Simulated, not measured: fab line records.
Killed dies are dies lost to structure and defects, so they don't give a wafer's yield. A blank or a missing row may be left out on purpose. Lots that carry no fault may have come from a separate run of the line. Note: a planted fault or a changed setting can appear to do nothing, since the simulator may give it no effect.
Matching of chambers + flow n5Finfet + N5_BEOL_M4_STRIP_66 on rieDiel-01: 4 sister chambers
The step strips in CF4. 8 wafers are shown with their chamber, then 8 later ones without.

== WAFERS, EACH WITH ITS CHAMBER ==
| wafer  | chamber | showerheadPlenumPTorr (Torr) | throttleValvePct (%) |
|--------|---------|------------------------------|----------------------|
| L075.6 | 0       | 1.73                         | 13.71                |
| L086.5 | 2       | 1.83                         | 13.81                |
| L089.3 | 1       | 1.75                         | 13.32                |
| L089.5 | 0       | 1.72                         | 13.77                |
| L090.2 | 1       | 1.75                         | 13.33                |
| L090.4 | 2       | 1.83                         | 13.84                |
| L090.6 | 3       | 1.64                         | 13.55                |
| L094.1 | 3       | 1.63                         | 13.57                |

== WAFERS WITHOUT THEIR CHAMBER ==
| wafer  | showerheadPlenumPTorr (Torr) | throttleValvePct (%) |
|--------|------------------------------|----------------------|
| L094.3 | 1.75                         | 13.35                |
| L094.4 | 1.63                         | 13.58                |
| L096.2 | 1.75                         | 13.36                |
| L096.5 | 1.75                         | 13.35                |
| L096.6 | 1.71                         | 13.82                |
| L097.1 | 1.75                         | 13.34                |
| L097.5 | 1.71                         | 13.82                |
| L097.6 | 1.75                         | 13.34                |

== WHICH CHAMBER EACH WENT THROUGH ==
| wafer  | from the rows above | in truth |
|--------|---------------------|----------|
| L094.3 | 1                   | 1        |
| L094.4 | 3                   | 3        |
| L096.2 | 1                   | 1        |
| L096.5 | 1                   | 1        |
| L096.6 | 0                   | 0        |
| L097.1 | 1                   | 1        |
| L097.5 | 0                   | 0        |
| L097.6 | 1                   | 1        |
Correctly placed: 8 of 8. Can't be placed from these rows: 0. 0 placed wrongly.
How it was worked out, from the rows above alone: a wafer's distance from a chamber is the root of the sum, over the readings, of the square of ((its reading less the chamber's mean) divided by the reading's scatter). The wafer belongs to the nearest chamber; if the next one is less than 2 further off, it can't be placed. The mean given for a chamber averages the wafers shown for that chamber. The scatter is the square root of a quotient: the sum, over the shown wafers, of each reading's squared deviation from its chamber's mean, divided by wafers minus chambers.
